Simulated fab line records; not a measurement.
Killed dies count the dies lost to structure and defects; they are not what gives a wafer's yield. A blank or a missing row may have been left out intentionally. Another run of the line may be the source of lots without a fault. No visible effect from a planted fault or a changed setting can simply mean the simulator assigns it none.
Split-lot trial + flow n5 finfet + on a route of 1938 steps: 7 lots, 21 wafers read

== THE SPLIT ==
At N5_SDB_ETCH_17 (etches SiARC in CF4, target depth 23.4 nm, time 39 s), the setting bias w was moved away from the recipe's 36 W on 6 of the 21 wafers read, by -11.2% to +14.2%. For the rest of the wafers, this setting stayed at what the recipe calls for.

The split's own step is where the reading is taken.

== THE READING ==
rf vpp V, in V, at N5_SDB_ETCH_17 (etches SiARC in CF4, target depth 23.4 nm, time 39 s). Fault-free wafers of this fab line usually give 184.5 V, standard deviation 1.1 V.

| wafer  | tool, chamber at the split | bias w as run, W | against the recipe | rf vpp V, V | against lot-mates on the recipe |
|--------|----------------------------|------------------|--------------------|-------------|---------------------------------|
| L076.1 | rie diel-02, 3             | 36               | recipe             | 184.2       | -                               |
| L076.2 | rie diel-02, 1             | 31.98            | -11.2%             | 170.9       | -13.3                           |
| L076.4 | rie diel-02, 0             | 31.98            | -11.2%             | 170.4       | -13.8                           |
| L079.2 | rie diel-06, 2             | 36               | recipe             | 181.4       | -                               |
| L079.5 | rie diel-06, 3             | 36               | recipe             | 183.9       | -                               |
| L079.6 | rie diel-06, 2             | 33.6             | -6.7%              | 175.5       | -7.2                            |
| L080.1 | rie diel-02, 2             | 41.12            | +14.2%             | 201.5       | +17.7                           |
| L080.4 | rie diel-02, 2             | 36               | recipe             | 183.8       | -                               |
| L080.6 | rie diel-02, 0             | 41.12            | +14.2%             | 201.1       | +17.3                           |
| L092.4 | rie diel-02, 0             | 36               | recipe             | 184.9       | -                               |
| L092.5 | rie diel-02, 3             | 36               | recipe             | 185.1       | -                               |
| L092.6 | rie diel-02, 1             | 36               | recipe             | 186.9       | -                               |
| L093.2 | rie diel-02, 1             | 36               | recipe             | 184.7       | -                               |
| L093.3 | rie diel-02, 3             | 36               | recipe             | 184.0       | -                               |
| L093.4 | rie diel-02, 0             | 39.26            | +9.1%              | 195.4       | +11.1                           |
| L094.4 | rie diel-06, 0             | 36               | recipe             | 183.0       | -                               |
| L094.5 | rie diel-06, 3             | 36               | recipe             | 184.3       | -                               |
| L094.6 | rie diel-06, 2             | 36               | recipe             | 184.1       | -                               |
| L096.1 | rie diel-06, 0             | 36               | recipe             | 184.3       | -                               |
| L096.2 | rie diel-06, 1             | 36               | recipe             | 184.6       | -                               |
| L096.4 | rie diel-06, 2             | 36               | recipe             | 184.0       | -                               |

THE FIT
A straight line over all 21 wafers: rf vpp V changes by +1.22 V for each +1% of bias w; r = +0.99; the points scatter about the line by 1 V.
The same after taking each lot's own level away (the mean of its wafers on the recipe; 21 wafers): +1.21 V for each +1%; r = +1.00; scatter 0.65 V.
Per that fit: largest bias w move, reading shift of 17 V.
The span of the lots' own levels, 182.65 to 185.63 V, comes to 2.7 times the standard deviation stated above.
Consequently the slope shifts little with the lot-to-lot level, the two slopes agreeing.
Check: +17.2 V against its lot-mates is what the line predicts for one of the wafers moved furthest among these (+14.2%) when that wafer is left out of the fit. Against them it came out at +17.7 V.
Tool readings at the split's step, against how far the setting was moved: rf vpp V r = +0.99.

== THE OTHER SPLITS THESE WAFERS WENT THROUGH ==
Note: prior to the reading, these wafers also went through further splits. Each is held against what the fit with the lots' levels taken away leaves over:
| other split on the same wafers       | wafers away from the commonest value | r with rf vpp V (lot level and that fit taken away) |
|--------------------------------------|--------------------------------------|-----------------------------------------------------|
| N5_SD_EPI_N_EPI_21 epi growth time s | 7                                    | -0.65                                               |

== THE FILE'S OWN FIT ==
rf vpp V changes by +1.21 V for each +1% of bias w, r = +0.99.
